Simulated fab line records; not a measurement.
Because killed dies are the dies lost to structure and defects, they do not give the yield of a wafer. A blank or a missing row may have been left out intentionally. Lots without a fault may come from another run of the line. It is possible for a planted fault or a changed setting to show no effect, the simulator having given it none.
Matching of chambers / flow n5 finfet / rie diel-02 running N5_BEOL_M11_ETCH_61: 4 sister chambers
The step etches SiARC in CF4, target depth 39 nm, time 65 s. 4 wafers are shown with their chamber, then 8 later ones without.

WAFERS PAIRED WITH THEIR CHAMBERS
wafer=L269.5; chamber=2; drypump motor current A (A)=6.0
wafer=L279.1; chamber=1; drypump motor current A (A)=6.3
wafer=L279.6; chamber=3; drypump motor current A (A)=5.8
wafer=L278.1; chamber=0; drypump motor current A (A)=5.6

WAFERS WHOSE CHAMBER IS MISSING
wafer=L278.3; drypump motor current A (A)=6.3
wafer=L278.6; drypump motor current A (A)=6.0
wafer=L281.1; drypump motor current A (A)=5.6
wafer=L281.2; drypump motor current A (A)=6.0
wafer=L281.3; drypump motor current A (A)=6.4
wafer=L282.4; drypump motor current A (A)=6.4
wafer=L282.5; drypump motor current A (A)=6.3
wafer=L282.6; drypump motor current A (A)=6.1

THE CHAMBER EACH PASSED THROUGH
wafer=L278.3; from the rows above=1; in truth=1
wafer=L278.6; from the rows above=2; in truth=2
wafer=L281.1; from the rows above=0; in truth=0
wafer=L281.2; from the rows above=2; in truth=2
wafer=L281.3; from the rows above=1; in truth=1
wafer=L282.4; from the rows above=1; in truth=1
wafer=L282.5; from the rows above=1; in truth=1
wafer=L282.6; from the rows above=can't be placed: 2 or 1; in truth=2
7 of 8 placed correctly. Can't be placed from these rows: 1 (the true chamber is among the candidates in 1). Wrongly placed: 0.
How it was worked out, from the rows above alone: a wafer's distance from a chamber is the root of the sum, over the readings, of the square of ((its reading less the chamber's mean) divided by the reading's scatter). The wafer belongs to the nearest chamber; if the next one is less than 2 further off, it can't be placed. A chamber's mean is the mean of its shown wafers. The scatter: root of mean squared gap, hidden wafer to nearest shown wafer, with one shown wafer a chamber.
